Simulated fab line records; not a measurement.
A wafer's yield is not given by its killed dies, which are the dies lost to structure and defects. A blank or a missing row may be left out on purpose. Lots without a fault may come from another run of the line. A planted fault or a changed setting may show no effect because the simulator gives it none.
fab line records	flow n5Finfet
[record] lots = 7	wafers = 21
route steps=1938 shown BEOL_M0_SAQP@663 BEOL_M1@768 BEOL_M2@846 BEOL_M3@959
startH: hours from the record's first day to the start of the lot's first wafer shown	waitH: hours elapsed since this lot's preceding step	" same as the row above	L1.1+2: one row covering several wafers at once	- no value, or no start given	* or withheld: withheld	< > ~ a bound
route shown NAME@n: names a module that has steps shown in the file, with the first one's number in the route	usual: mean and standard deviation over wafers with no fault	same: alike in all rows	chamber/n: place in a boat	sites: each site's reading	_std_site: the values' standard deviation	_edge_site: outer sites' mean less inner sites'	radiusMm: how far each site lies from the wafer's centre	mask NAME#n: copy n	behind: tool/chamber where the wafer was last shaped	hold: the reason the lot was held/the length of the hold in hours/how it ended	device: names the non-switching transistor (n, p or np)	end of line: the tests these same wafers got at the end of their route	a step given without rows: its recipe and nothing more	killed: dies lost to structure and defects at the first sort, not the wafer's yield	map: per-die view of a wafer (x killed, . not killed, _ where there is no die)
set.NAME: the setting as run; set.NAME@STEP: as run at that earlier step	model.NAME: the simulator's own value behind a step, which no gauge read
lots where settings were altered on purpose, with a table for each step and a row for each wafer
[[steps]]
[step N5_BEOL_M0_SAQP_SPACER1_ALD_98]
[recipe] material = SiO2	targetThkA = 128	tempC = 300	aldPrecursorFamily = BDEAS	aldCoReactant = O2-plasma	pulseTimeS = 1	purgeTimeS = 2	coReactantPurgeTimeS = 2	aldCycles = 138	pressureTorr = 2
lot.wafer	tool	chamber	startH	waitH	set.aldCycles	model.SiO2_of_BEOL_M0_SAQP_SPACER1_ALD_98.thkNm
L076.1+4+6	aldSin-01	1,0,1	119.75	0.3	138	12.8
L077.2+3+6	aldSin-02	2,3,2	125.37	0.3	138	12.8
L082.1+4	aldSin-02	2,1	157.29	1.4	148	13.6
L082.5	"	3	"	"	138	12.8
L086.2+6	aldSin-01	3,2	183.59	0.3	138	12.8
L086.3	"	1	"	"	121	11.2
L093.1+2	aldSin-03	2,3	223.96	0.4	138	13
L093.6	"	3	"	"	148	13.8
L094.1+3+6	aldSin-01	2,3,1	233.25	0.3	138	12.8
L097.2	aldSin-02	3	247.79	0.6	138	12.8
L097.3+5	"	1	"	"	146	13.6
[step N5_BEOL_M0_SAQP_SPACER1_ETCHBACK_99]
[recipe] chemistry = CHF3/O2	mode = anisotropicEtchback	target = SiO2	targetDepthA = 154	timeS = 7.7	pressureMtorr = 30	sourceW = 650	biasW = 170	Ar_flow_sccm = 200	CHF3_flow_sccm = 50	O2_flow_sccm = 5	ionEnergyEv = 200
[step N5_BEOL_M0_SAQP_MANDREL1_REMOVE_100]
[recipe] chemistry = HBr/Cl2/O2	btTimeS = 10	target = a-Si	stopOn = SiNx	endpoint = OES-SiCl	overEtchFrac = 0.85	icpW = 600	biasW = 30	HBr_flow_sccm = 150	Cl2_flow_sccm = 80	O2_flow_sccm = 5	pressureMtorr = 10
lot.wafer	tool	chamber	startH	waitH	set.aldCycles@BEOL_M0_SAQP_SPACER1_ALD_98	model.BEOL_M0_SAQP.cdNm
L076.1	rieSi-02	0	120.31	0.1	138	12.6
L076.4+6	"	2	"	"	138	12.8
L077.2	rieSi-02	2	125.95	0.1	138	12.8
L077.3+6	"	1,0	"	"	138	12.6
L082.1+4	rieSi-06	2,3	157.85	0.1	148	13.6
L082.5	"	0	"	"	138	12.6
L086.2+6	rieSi-02	0	184.20	0.1	138	12.6
L086.3	"	2	"	"	121	11.2
L093.1+2	rieSi-02	2,1	224.52	0.1	138	13
L093.6	"	2	"	"	148	14
L094.1	rieSi-06	2	233.83	0.1	138	12.6
L094.3+6	"	1,2	"	"	138	12.8
L097.2	rieSi-06	1	248.63	0.1	138	12.8
L097.3+5	"	3	"	"	146	13.6
[step N5_BEOL_M0_SAQP_CD_MEAS_25]
[recipe] targetCdNm = 13.1	landingEnergyEv = 1000	detector = seInlens
[usual] cdNm = 12.76/0.22
lot.wafer	tool	chamber	startH	waitH	set.aldCycles@BEOL_M0_SAQP_SPACER1_ALD_98	cdNm
L076.1	cdSem-01	0	120.42	0.1	138	12.76
L076.4	"	0	"	"	138	12.84
L076.6	"	0	"	"	138	13.02
L077.2	cdSem-02	0	126.06	0.1	138	12.51
L077.3	"	0	"	"	138	12.54
L077.6	"	0	"	"	138	13.02
L082.1	cdSem-01	0	157.96	0.1	148	13.76
L082.4	"	0	"	"	148	13.77
L082.5	"	0	"	"	138	12.61
L086.2	cdSem-01	0	184.32	0.1	138	12.57
L086.3	"	0	"	"	121	11.07
L086.6	"	0	"	"	138	12.77
L093.1	cdSem-02	0	224.63	0.1	138	12.98
L093.2	"	0	"	"	138	12.53
L093.6	"	0	"	"	148	13.90
L094.1	cdSem-01	0	233.94	0.1	138	12.42
L094.3	"	0	"	"	138	12.64
L094.6	"	0	"	"	138	12.71
L097.2	cdSem-02	0	248.74	0.1	138	12.85
L097.3	"	0	"	"	146	13.42
L097.5	"	0	"	"	146	13.83
[step N5_BEOL_M0_SAQP_ETCH_106]
[recipe] chemistry = N2/H2	target = SOC	targetDepthA = 1500	stopOn = SiNx	ionEnergyEv = 100	biasW = 61	pressureMtorr = 30	sourceW = 850	n2FlowSccm = 200	h2FlowSccm = 200
lot.wafer	tool	chamber	startH	waitH	set.targetDepthA	model.SOC_of_BEOL_M0_SAQP_COAT_105.thkNm
L076.1	rieDiel-05	0	121.13	-	1500	25.8
L076.4	"	1	"	"	1500	23.6
L076.6	"	0	"	"	1500	26.2
L077.2	rieDiel-01	1	126.86	-	1655	17
L077.3	"	2	"	"	1500	25.6
L077.6	"	0	"	"	1655	18.4
L082.1	rieDiel-05	3	158.67	-	1376	31.2
L082.4	"	2	"	"	1500	21.6
L082.5	"	2	"	"	1500	20.8
L086.2	rieDiel-01	3	185.02	-	1442	27
L086.3	"	1	"	"	1442	27.2
L086.6	"	3	"	"	1500	23.4
L093.1	rieDiel-01	1	225.34	-	1500	26
L093.2	"	0	"	"	1548	22.6
L093.6	"	0	"	"	1548	23.2
L094.1	rieDiel-04	2	234.72	-	1500	20.4
L094.3	"	0	"	"	1500	23
L094.6	"	2	"	"	1500	20.2
L097.2	rieDiel-04	1	249.75	-	1639	16.6
L097.3	"	0	"	"	1500	23.2
L097.5	"	3	"	"	1500	24.8
[step N5_BEOL_M0_SAQP_ETCH_107]
[recipe] chemistry = CH3F/O2	target = SiNx	targetDepthA = 300	maskMaterial = SOC	pressureMtorr = 30	sourceW = 395	biasW = 73	Ar_flow_sccm = 150	CH3F_flow_sccm = 30	O2_flow_sccm = 20	ionEnergyEv = 120
lot.wafer	tool	chamber	startH	waitH	set.targetDepthA@BEOL_M0_SAQP_ETCH_106	model.SOC_of_BEOL_M0_SAQP_COAT_105.thkNm
L076.1	rieDiel-05	0	121.19	0.0	1500	15
L076.4	"	1	"	"	1500	12.6
L076.6	"	0	"	"	1500	15.4
L077.2	rieDiel-01	1	126.92	0.0	1655	6.2
L077.3	"	2	"	"	1500	14.8
L077.6	"	0	"	"	1655	7.8
L082.1	rieDiel-05	3	158.73	0.0	1376	20.6
L082.4	"	2	"	"	1500	10.4
L082.5	"	2	"	"	1500	9.8
L086.2	rieDiel-01	3	185.08	0.0	1442	16
L086.3	"	1	"	"	1442	16.2
L086.6	"	3	"	"	1500	12.4
L093.1	rieDiel-01	1	225.40	0.0	1500	15.2
L093.2	"	0	"	"	1548	11.6
L093.6	"	0	"	"	1548	12.2
L094.1	rieDiel-04	2	234.78	0.0	1500	9.2
L094.3	"	0	"	"	1500	11.8
L094.6	"	2	"	"	1500	9
L097.2	rieDiel-04	1	249.81	0.0	1639	5.8
L097.3	"	0	"	"	1500	12.2
L097.5	"	3	"	"	1500	13.8
[step N5_BEOL_M1_ETCH_74]
[recipe] chemistry = N2/H2	target = underlayer	targetDepthA = 65	maskMaterial = CAR-EUV	timeS = 5.2	ionEnergyEv = 200	pressureMtorr = 30	sourceW = 840	biasW = 150	n2FlowSccm = 200	h2FlowSccm = 200	ends = cleared
[usual] etchRfOnTimeS = 5.21/0.083	rfVppV = 523.6/2.8
lot.wafer	tool	chamber	startH	waitH	set.biasW	etchRfOnTimeS	rfVppV
L076.1	rieDiel-01	3	132.49	0.0	150	5.17	528.0
L076.4	"	2	"	"	150	5.28	526.5
L076.6	"	3	"	"	150	5.22	525.2
L077.2	rieDiel-04	1	139.88	0.0	150	5.23	524.7
L077.3	"	3	"	"	150	5.28	522.5
L077.6	"	3	"	"	150	5.29	522.6
L082.1	rieDiel-05	0	170.73	0.0	150	5.39	520.2
L082.4	"	3	"	"	150	5.29	521.1
L082.5	"	3	"	"	162.2	5.13	545.8
L086.2	rieDiel-05	2	201.65	0.0	150	5.02	524.5
L086.3	"	3	"	"	125.1	5.72	466.6
L086.6	"	0	"	"	150	5.29	521.9
L093.1	rieDiel-04	3	235.29	0.0	150	5.24	522.3
L093.2	"	0	"	"	150	5.19	527.0
L093.6	"	0	"	"	150	5.15	527.3
L094.1	rieDiel-01	2	245.22	0.0	150	5.27	523.8
L094.3	"	0	"	"	150	5.22	524.0
L094.6	"	2	"	"	142.5	5.47	507.5
L097.2	rieDiel-05	0	260.77	0.0	150	5.21	519.4
L097.3	"	1	"	"	150	5.20	517.9
L097.5	"	0	"	"	150	5.20	520.5
[step N5_BEOL_M1_ETCH_64]
[recipe] chemistry = N2/H2	target = SOC	targetDepthA = 750	overetchA = 150	maskMaterial = SiARC	tempC = 40	timeS = 112.5	ionEnergyEv = 200	pressureMtorr = 30	sourceW = 840	biasW = 150	n2FlowSccm = 200	h2FlowSccm = 200
[usual] rfVppV = 523.8/2.6
lot.wafer	tool	chamber	startH	waitH	set.biasW	rfVppV	model.SiARC_of_BEOL_M1_COAT_62.thkNm
L076.1	rieDiel-01	3	132.54	0.0	150	526.0	6.8
L076.4	"	2	"	"	150	525.7	7
L076.6	"	3	"	"	150	526.2	6.8
L077.2	rieDiel-04	1	139.93	0.0	133	485.0	7.6
L077.3	"	3	"	"	150	522.5	7
L077.6	"	3	"	"	150	522.5	7
L082.1	rieDiel-05	0	170.77	0.0	141.2	500.8	7.2
L082.4	"	3	"	"	141.2	500.7	7.2
L082.5	"	3	"	"	150	520.3	7
L086.2	rieDiel-05	2	201.69	0.0	150	525.7	6.8
L086.3	"	3	"	"	150	520.7	6.8
L086.6	"	0	"	"	150	521.3	6.8
L093.1	rieDiel-04	3	235.33	0.0	124.9	463.8	8.2
L093.2	"	0	"	"	124.9	468.9	8
L093.6	"	0	"	"	150	526.3	6.8
L094.1	rieDiel-01	2	245.27	0.0	150	526.6	6.8
L094.3	"	0	"	"	150	526.5	6.8
L094.6	"	2	"	"	150	525.3	6.8
L097.2	rieDiel-05	0	260.82	0.0	173.2	569.7	5.8
L097.3	"	1	"	"	173.2	568.2	6
L097.5	"	0	"	"	150	520.7	6.8
[step N5_BEOL_M2_COAT_62]
[recipe] resist = SiARC	tempC = 220	timeS = 60	spinRpm = 1500	resistThkNm = 12
lot.wafer	tool	chamber	startH	waitH	set.spinRpm	model.SiARC_of_BEOL_M2_COAT_62.thkNm
L076.1+4+6	lithoTrack-02	0	-	-	1500	12
L077.2+3+6	lithoTrack-03	0	-	-	1500	12
L082.1	lithoTrack-02	0	-	-	1500	12
L082.4+5	"	0	"	"	1610	11.6
L086.2+3+6	lithoTrack-03	0	-	-	1500	12
L093.1+2	lithoTrack-03	0	-	-	1589	11.6
L093.6	"	0	"	"	1500	12
L094.1+3	lithoTrack-05	0	-	-	1434	12.4
L094.6	"	0	"	"	1500	12
L097.2	lithoTrack-02	0	-	-	1500	12
L097.3+5	"	0	"	"	1631	11.6
[step N5_BEOL_M2_COAT_73]
[recipe] resist = underlayer	tempC = 205	timeS = 60	spinRpm = 1500	resistThkNm = 5
lot.wafer	tool	chamber	startH	waitH	set.spinRpm
L076.1+4+6	lithoTrack-02	0	-	-	1500
L077.2+3+6	lithoTrack-03	0	-	-	1500
L082.1+4+5	lithoTrack-02	0	-	-	1500
L086.2	lithoTrack-03	0	-	-	1500
L086.3+6	"	0	"	"	1615
L093.1+2+6	lithoTrack-03	0	-	-	1500
L094.1+3+6	lithoTrack-05	0	-	-	1420
L097.2+3	lithoTrack-02	0	-	-	1500
L097.5	"	0	"	"	1644
[step N5_BEOL_M2_COAT_05]
[recipe] resist = CAR-EUV	spinRpm = 1500	resistThkNm = 30
[step N5_BEOL_M2_EBR_07]
[recipe] solvent = PGMEA	ebrWidthMm = 1.5
[step N5_BEOL_M2_DESCUM_16]
[recipe] chemistry = O2	timeS = 7	sourcePowerW = 50	biasPowerW = 20	pressureMtorr = 20	rfFrequencyHz = 2.712e+07	tempC = 40	resist = CAR-EUV	o2FlowSccm = 225
[step N5_BEOL_M2_ETCH_74]
[recipe] chemistry = N2/H2	target = underlayer	targetDepthA = 65	maskMaterial = CAR-EUV	timeS = 5.2	ionEnergyEv = 200	pressureMtorr = 30	sourceW = 840	biasW = 150	n2FlowSccm = 200	h2FlowSccm = 200	ends = cleared
lot.wafer	tool	chamber	startH	waitH	set.spinRpm@BEOL_M2_COAT_73	model.etch.depthNm
L076.1	rieDiel-06	0	143.63	0.0	1500	5.014
L076.4	"	3	"	"	1500	5.012
L076.6	"	1	"	"	1500	5.019
L077.2	rieDiel-02	0	151.32	0.0	1500	4.993
L077.3	"	1	"	"	1500	4.995
L077.6	"	0	"	"	1500	4.99
L082.1	rieDiel-02	1	184.09	0.0	1500	5.006
L082.4	"	3	"	"	1500	5.004
L082.5	"	1	"	"	1500	4.985
L086.2	rieDiel-03	1	209.95	0.0	1500	4.993
L086.3	"	2	"	"	1615	4.825
L086.6	"	2	"	"	1615	4.822
L093.1	rieDiel-06	0	245.45	0.0	1500	5.024
L093.2	"	1	"	"	1500	5.017
L093.6	"	1	"	"	1500	5.01
L094.1	rieDiel-02	2	255.92	0.0	1420	5.137
L094.3	"	1	"	"	1420	5.141
L094.6	"	0	"	"	1420	5.125
L097.2	rieDiel-03	2	269.11	0.0	1500	5.019
L097.3	"	0	"	"	1500	5.007
L097.5	"	1	"	"	1644	4.792
[step N5_BEOL_M2_ETCH_63]
[recipe] chemistry = CF4	target = SiARC	targetDepthA = 156	maskMaterial = CAR-EUV	timeS = 26	ionEnergyEv = 80	pressureMtorr = 40	sourceW = 545	biasW = 36	Ar_flow_sccm = 100	cf4FlowSccm = 100	ends = cleared
lot.wafer	tool	chamber	startH	waitH	set.spinRpm@BEOL_M2_COAT_62	model.etch.depthNm
L076.1	rieDiel-06	0	143.65	0.0	1500	11.98
L076.4+6	"	3,1	"	"	1500	12.01
L077.2	rieDiel-02	0	151.33	0.0	1500	12.04
L077.3	"	1	"	"	1500	12.01
L077.6	"	0	"	"	1500	12.05
L082.1	rieDiel-02	1	184.10	0.0	1500	12.02
L082.4	"	3	"	"	1610	11.61
L082.5	"	1	"	"	1610	11.58
L086.2+3	rieDiel-03	1,2	209.97	0.0	1500	12.02
L086.6	"	2	"	"	1500	12.03
L093.1	rieDiel-06	0	245.47	0.0	1589	11.7
L093.2	"	1	"	"	1589	11.68
L093.6	"	1	"	"	1500	12.05
L094.1	rieDiel-02	2	255.93	0.0	1434	12.34
L094.3	"	1	"	"	1434	12.32
L094.6	"	0	"	"	1500	12.06
L097.2	rieDiel-03	2	269.12	0.0	1500	12.05
L097.3	"	0	"	"	1631	11.56
L097.5	"	1	"	"	1631	11.57
[step N5_BEOL_M2_ETCH_64]
[recipe] chemistry = N2/H2	target = SOC	targetDepthA = 750	overetchA = 225	maskMaterial = SiARC	tempC = 40	timeS = 121.9	ionEnergyEv = 200	pressureMtorr = 30	sourceW = 840	biasW = 150	n2FlowSccm = 200	h2FlowSccm = 200
lot.wafer	tool	chamber	startH	waitH	set.spinRpm@BEOL_M2_COAT_62	model.SiARC_of_BEOL_M2_COAT_62.thkNm
L076.1+6	rieDiel-06	0,1	143.68	0.0	1500	6.4
L076.4	"	3	"	"	1500	6.6
L077.2+6	rieDiel-02	0	151.36	0.0	1500	6
L077.3	"	1	"	"	1500	6.2
L082.1	rieDiel-02	1	184.13	0.0	1500	6.2
L082.4+5	"	3,1	"	"	1610	5.8
L086.2	rieDiel-03	1	210.00	0.0	1500	6
L086.3+6	"	2	"	"	1500	6.2
L093.1+2	rieDiel-06	0,1	245.50	0.0	1589	6
L093.6	"	1	"	"	1500	6.4
L094.1+3	rieDiel-02	2,1	255.96	0.0	1434	6.6
L094.6	"	0	"	"	1500	6
L097.2	rieDiel-03	2	269.15	0.0	1500	6.2
L097.3+5	"	0,1	"	"	1631	5.4
[step N5_BEOL_M2_COAT_67]
[recipe] resist = SOC	tempC = 250	timeS = 60	spinRpm = 1500	resistThkNm = 60
lot.wafer	tool	chamber	startH	waitH	set.spinRpm	model.SOC_of_BEOL_M2_COAT_67.thkNm
L076.1	lithoTrack-03	0	144.10	0.0	1500	60
L076.4+6	"	0	"	"	1500	60.2
L077.2+3	lithoTrack-03	0	151.75	0.0	1342	63.2
L077.6	"	0	"	"	1500	59.8
L082.1	lithoTrack-02	0	184.82	0.0	1500	60
L082.4	"	0	"	"	1354	63.2
L082.5	"	0	"	"	1354	63.4
L086.2	lithoTrack-02	0	210.39	0.0	1500	59.8
L086.3	"	0	"	"	1500	60
L086.6	"	0	"	"	1368	62.6
L093.1	lithoTrack-03	0	245.94	0.0	1500	59.8
L093.2	"	0	"	"	1500	60.2
L093.6	"	0	"	"	1500	60
L094.1	lithoTrack-05	0	256.62	0.0	1500	60.4
L094.3	"	0	"	"	1500	60.2
L094.6	"	0	"	"	1636	57.6
L097.2+3	lithoTrack-05	0	269.60	0.0	1500	60
L097.5	"	0	"	"	1347	63.4
[step N5_BEOL_M2_EXPOSE_25]
[recipe] maskId = V1	na = 0.33	sourceShape = quasar	sigmaInner = 0.2	sigmaOuter = 0.8	polarization = unpolarized	defocusNm = 5	doseMj = 63
lot.wafer	tool	chamber	startH	waitH	mask	set.doseMj
L076.1+4+6	euvScanner-02	0	144.37	-	V1#0	63
L077.2+3+6	euvScanner-02	0	151.90	-	V1#0	63
L082.1+4	euvScanner-02	0	185.08	-	V1#0	66.08
L082.5	"	0	"	"	V1#0	63
L086.2+3+6	euvScanner-01	0	210.66	-	V1#0	65.66
L093.1+6	euvScanner-01	0	246.07	-	V1#0	59.36
L093.2	"	0	"	"	V1#0	63
L094.1+3+6	euvScanner-02	0	256.89	-	V1#0	63
L097.2+3+5	euvScanner-02	0	269.75	-	V1#0	63
[step N5_BEOL_M2_PEB_26]
[recipe] pebTempC = 100	pebTimeS = 60	resist = CAR-EUV
[step N5_BEOL_M2_DEVELOP_27]
[recipe] developTimeS = 30	developer = TMAH	resist = CAR-EUV	rinseLiquid = surfactantRinse	dry = airSpin	devTempC = 23
[step N5_BEOL_M2_ALD_98]
[recipe] material = SiO2	targetThkA = 25	tempC = 100	aldPrecursorFamily = BDEAS	aldCoReactant = O2-plasma	pulseTimeS = 1	coReactantPulseTimeS = 1	purgeTimeS = 2	coReactantPurgeTimeS = 2	aldCycles = 17	pressureTorr = 2
[step N5_BEOL_M2_ETCHBACK_99]
[recipe] chemistry = CHF3	target = SiO2	targetDepthA = 50	timeS = 10.4	sourceW = 215	biasW = 47	Ar_flow_sccm = 200	CHF3_flow_sccm = 12	ionEnergyEv = 100	pressureMtorr = 30
[step N5_BEOL_M2_ETCH_70]
[recipe] chemistry = N2/H2	target = SOC	targetDepthA = 800	overetchA = 240	maskMaterial = SiARC	tempC = 40	timeS = 130	ionEnergyEv = 200	pressureMtorr = 30	sourceW = 840	biasW = 150	n2FlowSccm = 200	h2FlowSccm = 200
lot.wafer	tool	chamber	startH	waitH	set.spinRpm@BEOL_M2_COAT_67	model.etch.depthNm
L076.1	rieDiel-03	2	146.80	0.0	1500	60.02
L076.4	"	3	"	"	1500	60.16
L076.6	"	1	"	"	1500	60.18
L077.2	rieDiel-02	3	152.53	0.0	1342	63.14
L077.3	"	2	"	"	1342	63.17
L077.6	"	0	"	"	1500	59.83
L082.1	rieDiel-02	3	187.21	0.0	1500	60.07
L082.4	"	0	"	"	1354	63.26
L082.5	"	3	"	"	1354	63.42
L086.2	rieDiel-06	0	216.03	0.0	1500	59.81
L086.3	"	2	"	"	1500	60.01
L086.6	"	2	"	"	1368	62.64
L093.1	rieDiel-02	0	253.74	0.0	1500	59.8
L093.2	"	1	"	"	1500	60.17
L093.6	"	0	"	"	1500	59.91
L094.1	rieDiel-02	1	267.83	0.0	1500	60.35
L094.3	"	2	"	"	1500	60.17
L094.6	"	2	"	"	1636	57.53
L097.2	rieDiel-03	0	280.74	0.0	1500	60.05
L097.3	"	3	"	"	1500	60
L097.5	"	0	"	"	1347	63.33
[step N5_BEOL_M3_COAT_76]
[recipe] resist = underlayer	tempC = 205	timeS = 60	spinRpm = 1500	resistThkNm = 5
lot.wafer	tool	chamber	startH	waitH	set.spinRpm
L076.1+4+6	lithoTrack-03	0	-	-	1500
L077.2+3+6	lithoTrack-03	0	-	-	1500
L082.1+4+5	lithoTrack-01	0	-	-	1500
L086.2	lithoTrack-04	0	-	-	1565
L086.3+6	"	0	"	"	1500
L093.1	lithoTrack-03	0	-	-	1500
L093.2+6	"	0	"	"	1348
L094.1	lithoTrack-03	0	-	-	1342
L094.3+6	"	0	"	"	1500
L097.2+3+5	lithoTrack-01	0	-	-	1500
[step N5_BEOL_M3_ETCH_77]
[recipe] chemistry = N2/H2	target = underlayer	targetDepthA = 65	maskMaterial = CAR-EUV	timeS = 5.2	ionEnergyEv = 200	pressureMtorr = 30	sourceW = 840	biasW = 150	n2FlowSccm = 200	h2FlowSccm = 200	ends = cleared
lot.wafer	tool	chamber	startH	waitH	set.h2FlowSccm	set.spinRpm@BEOL_M3_COAT_76	model.etch.depthNm
L076.1+6	rieDiel-05	3,1	155.51	0.0	200	1500	4.991
L076.4	"	1	"	"	200	1500	4.979
L077.2	rieDiel-05	1	162.00	0.0	200	1500	4.998
L077.3	"	3	"	"	200	1500	4.987
L077.6	"	2	"	"	200	1500	4.999
L082.1	rieDiel-01	2	194.07	0.0	188.4	1500	4.986
L082.4	"	3	"	"	188.4	1500	5.004
L082.5	"	3	"	"	200	1500	5.009
L086.2	rieDiel-01	2	223.30	0.0	200	1565	4.881
L086.3	"	0	"	"	209	1500	4.991
L086.6	"	3	"	"	209	1500	5.008
L093.1	rieDiel-04	1	259.64	0.0	200	1500	5.015
L093.2	"	0	"	"	200	1348	5.289
L093.6	"	3	"	"	200	1348	5.306
L094.1	rieDiel-04	0	274.58	0.0	200	1342	5.286
L094.3	"	2	"	"	200	1500	5.009
L094.6	"	2	"	"	200	1500	5.013
L097.2	rieDiel-04	2	290.51	0.0	200	1500	5.018
L097.3	"	3	"	"	200	1500	5.009
L097.5	"	0	"	"	200	1500	5
[[key]]
[split] step = N5_BEOL_M0_SAQP_SPACER1_ALD_98	setting = aldCycles	stated = 138	by = wafer
[response] step = N5_BEOL_M0_SAQP_SPACER1_ALD_98	reading = model.SiO2_of_BEOL_M0_SAQP_SPACER1_ALD_98.thkNm	change = +0.124	per = 1%	r = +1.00
[response] step = N5_BEOL_M0_SAQP_MANDREL1_REMOVE_100	reading = model.BEOL_M0_SAQP.cdNm	change = +0.125	per = 1%	r = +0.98
[response] step = N5_BEOL_M0_SAQP_CD_MEAS_25	reading = cdNm	change = +0.141	per = 1%	r = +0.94
[split] step = N5_BEOL_M0_SAQP_ETCH_106	setting = targetDepthA	stated = 1500	by = wafer
[response] step = N5_BEOL_M0_SAQP_ETCH_106	reading = model.SOC_of_BEOL_M0_SAQP_COAT_105.thkNm	change = -0.898	per = 1%	r = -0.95
[response] step = N5_BEOL_M0_SAQP_ETCH_107	reading = model.SOC_of_BEOL_M0_SAQP_COAT_105.thkNm	change = -0.905	per = 1%	r = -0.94
[split] step = N5_BEOL_M1_ETCH_74	setting = biasW	stated = 150	by = wafer
[response] step = N5_BEOL_M1_ETCH_74	reading = etchRfOnTimeS	change = *	per = 1%	r = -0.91
[response] step = N5_BEOL_M1_ETCH_74	reading = rfVppV	change = +3.34	per = 1%	r = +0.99
[split] step = N5_BEOL_M1_ETCH_64	setting = biasW	stated = 150	by = wafer
[response] step = N5_BEOL_M1_ETCH_64	reading = rfVppV	change = +3.36	per = 1%	r = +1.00
[response] step = N5_BEOL_M1_ETCH_64	reading = model.SiARC_of_BEOL_M1_COAT_62.thkNm	change = -0.064	per = 1%	r = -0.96
[split] step = N5_BEOL_M2_COAT_62	setting = spinRpm	stated = 1500	by = wafer
[response] step = N5_BEOL_M2_COAT_62	reading = model.SiARC_of_BEOL_M2_COAT_62.thkNm	change = -0.0572	per = 1%	r = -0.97
[response] step = N5_BEOL_M2_ETCH_63	reading = model.etch.depthNm	change = -0.0581	per = 1%	r = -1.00
[response] step = N5_BEOL_M2_ETCH_64	reading = model.SiARC_of_BEOL_M2_COAT_62.thkNm	change = -0.0809	per = 1%	r = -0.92
[split] step = N5_BEOL_M2_COAT_73	setting = spinRpm	stated = 1500	by = wafer
[response] step = N5_BEOL_M2_ETCH_74	reading = model.etch.depthNm	change = -0.0227	per = 1%	r = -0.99
[split] step = N5_BEOL_M2_COAT_67	setting = spinRpm	stated = 1500	by = wafer
[response] step = N5_BEOL_M2_COAT_67	reading = model.SOC_of_BEOL_M2_COAT_67.thkNm	change = -0.321	per = 1%	r = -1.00
[response] step = N5_BEOL_M2_ETCH_70	reading = model.etch.depthNm	change = -0.318	per = 1%	r = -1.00
[split] step = N5_BEOL_M2_EXPOSE_25	setting = doseMj	stated = 63	by = wafer
response none clear
[split] step = N5_BEOL_M3_COAT_76	setting = spinRpm	stated = 1500	by = wafer
[response] step = N5_BEOL_M3_ETCH_77	reading = model.etch.depthNm	change = -0.027	per = 1%	r = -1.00
[split] step = N5_BEOL_M3_ETCH_77	setting = h2FlowSccm	stated = 200	by = wafer
response none clear
